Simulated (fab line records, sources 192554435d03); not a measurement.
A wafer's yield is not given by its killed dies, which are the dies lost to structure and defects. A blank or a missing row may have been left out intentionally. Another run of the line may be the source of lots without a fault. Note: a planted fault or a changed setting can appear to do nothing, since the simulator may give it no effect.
A lot that was struck, set against a sound lot | flow n5Finfet | 15 out of 1938 route steps
Sound: the wafers L998.1, L998.3, L998.5. The struck wafers were L111.2, L111.5, L111.6. The cause is named last.
Order at every step that has rows: each side's tool, ch and its chambers, its first start. Under that, the readings that differ: sound wafers | struck wafers | difference of the means | sigmas: that difference in standard deviations of wafers without a fault.
alike: readings whose means differ by less than 2 such deviations, and words and numbers that are the same on both sides. not compared: withheld readings, readings that some wafer has no value for, bounds like >300 that may hide the same value, and numbers for which the record gives no deviation and whose values overlap.
The two part at a step that has a row with sigmas, a row that says differs or no value, or rows on one side only. When numbers do not overlap yet have no deviation, they are printed without sigmas and do not part them. A reading that every wafer of one side lacks parts them only if that side has two wafers or more.

N5_BEOL_M10_RS_MEAS_57: measurement is done with a four-point probe.
  struck on filmMetro-02, day 15 07:44; sound on filmMetro-02, day 11 10:59
  alike: M10_RS
N5_BEOL_M10_INSPECT_58: inspects for defects (darkfield).
  struck on defectInspect-01, day 15 07:45; sound on defectInspect-02, day 11 11:01
  alike: rawDefectCount
N5_BEOL_M11_ILD_DEP_00: deposits SiCOH lowk from DEMS/porogen, target thk 308.51 nm, time 58 s.
  sound on pecvd-01 ch 0,2, day 11 11:02; struck on pecvd-01 ch 0,2, day 15 07:47
  alike: heaterPowerOuterW, heaterPowerW, showerheadPlenumPTorr, throttleValvePct
N5_BEOL_M11_CURE_71: cures SiCOH lowk, time 240 s.
  sound on uvCure-01 ch 1, day 11 11:09; struck on uvCure-03 ch 0, day 15 07:57
  alike: lampPowerPct, wafer_temp_C_max
N5_BEOL_M11_THK_MEAS_01:
  struck on filmMetro-01, day 15 08:23; sound on filmMetro-02, day 11 11:40
  alike: M11_ILD_THK
N5_BEOL_M11_PECVD_70: deposits SiO2 from TEOS/O2, target thk 20 nm, time 22.7 s.
  sound on pecvd-04 ch 0,1,2, day 11 11:42; struck on pecvd-04 ch 0,2, day 15 08:25
  alike: heaterPowerOuterW, heaterPowerW, showerheadPlenumPTorr, throttleValvePct
N5_BEOL_M11_HM_DEP_02: deposits TiN, target thk 20 nm.
  struck on pvdSputter-02, day 15 10:01; sound on pvdSputter-01, day 11 13:29
reading              | sound          | struck         | difference | sigmas
throttleValvePct (%) | 28.0 29.7 27.5 | 30.6 30.1 30.3 | +1.9       | +2
then, 5 steps without rows for these wafers: N5_BEOL_M11_COAT_59 (time 60 s, resist thk 100 nm); N5_BEOL_M11_COAT_60 (time 60 s, resist thk 30 nm); N5_BEOL_M11_COAT_05 (resist thk 90 nm); N5_BEOL_M11_EBR_07; N5_BEOL_M11_SOFTBAKE_06 (time 60 s).
N5_BEOL_M11_EXPOSE_08: exposes mask M11.
  sound on arfiScanner-03 ch 0, day 11 13:51; struck on arfiScanner-03 ch 0, day 15 10:23
reading           | sound             | struck            | difference | sigmas
exposureDoseMJCm2 | 53.71 53.79 53.70 | 55.25 55.26 55.20 | +1.50      | +11
  alike: mask
then, 1 step without rows for these wafers: N5_BEOL_M11_PEB_09 (peb time 60 s).
-- a jump in the record: the struck wafers' starts before and after are 2 days apart (it breaks off in module BEOL_M11 and resumes in module PASSIVATION, where the first step shown is number 1936 of the route) --
N5_PASSIVATION_PROBE_49:
  struck on prober-02, day 17 10:45; sound on prober-01, day 13 07:23
  alike: defectLimitedYield, killed_at_M0_to_M3, killed_at_M4_up, killedAtContacts, killedAtFrontEnd, killedAtOther, killedDies, killedOpen, killedShort, sort_bin_5_function, sort_bin_6_memory, sortNPass, sortYieldPct

== WHERE THEY PART ==
First at N5_BEOL_M11_HM_DEP_02; last, within this record, at N5_BEOL_M11_EXPOSE_08. Later steps at which nothing parts them and some readings are alike: N5_PASSIVATION_PROBE_49.

WHY: what had been put in by the simulator
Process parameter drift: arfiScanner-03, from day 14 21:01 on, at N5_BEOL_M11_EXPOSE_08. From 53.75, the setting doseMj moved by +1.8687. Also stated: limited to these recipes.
